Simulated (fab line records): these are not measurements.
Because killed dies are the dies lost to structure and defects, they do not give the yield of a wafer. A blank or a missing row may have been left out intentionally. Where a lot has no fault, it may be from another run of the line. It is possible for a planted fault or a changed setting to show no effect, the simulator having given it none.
Matching of chambers ; flow nand_harc ; NHARC_P_CONTACT_ETCH_35 on rie_diel-12 has 4 sister chambers
The step etches the open film in CF4, target depth 39 nm, time 65 s. 4 wafers are shown with their chamber, then 7 later ones without.

WAFERS PAIRED WITH THEIR CHAMBERS
wafer;chamber;drypump_motor_current_A (A)
L081.3;1;6.2
L081.6;3;5.9
L088.2;0;6.0
L088.3;2;5.8

WAFERS WITHOUT THEIR CHAMBER
wafer;drypump_motor_current_A (A)
L088.5;5.8
L090.1;5.7
L090.2;6.2
L090.3;5.9
L094.1;5.9
L094.2;5.8
L094.4;6.0

THE CHAMBER EACH PASSED THROUGH
wafer;from the rows above;in truth
L088.5;2;2
L090.1;2;2
L090.2;1;1
L090.3;3;3
L094.1;3;3
L094.2;2;2
L094.4;0;0
Correct placement for 7 of the 7. Not placeable from these rows: 0. Placed wrongly: 0.
How it was worked out, from the rows above alone: a wafer's distance from a chamber is the root of the sum, over the readings, of the square of ((its reading less the chamber's mean) divided by the reading's scatter). The wafer belongs to the nearest chamber; if the next one is less than 2 further off, it can't be placed. A chamber's mean is the mean of its shown wafers. The scatter (one wafer shown for each chamber): square how far every hidden wafer sits from the nearest shown wafer, average those squares and take the square root.
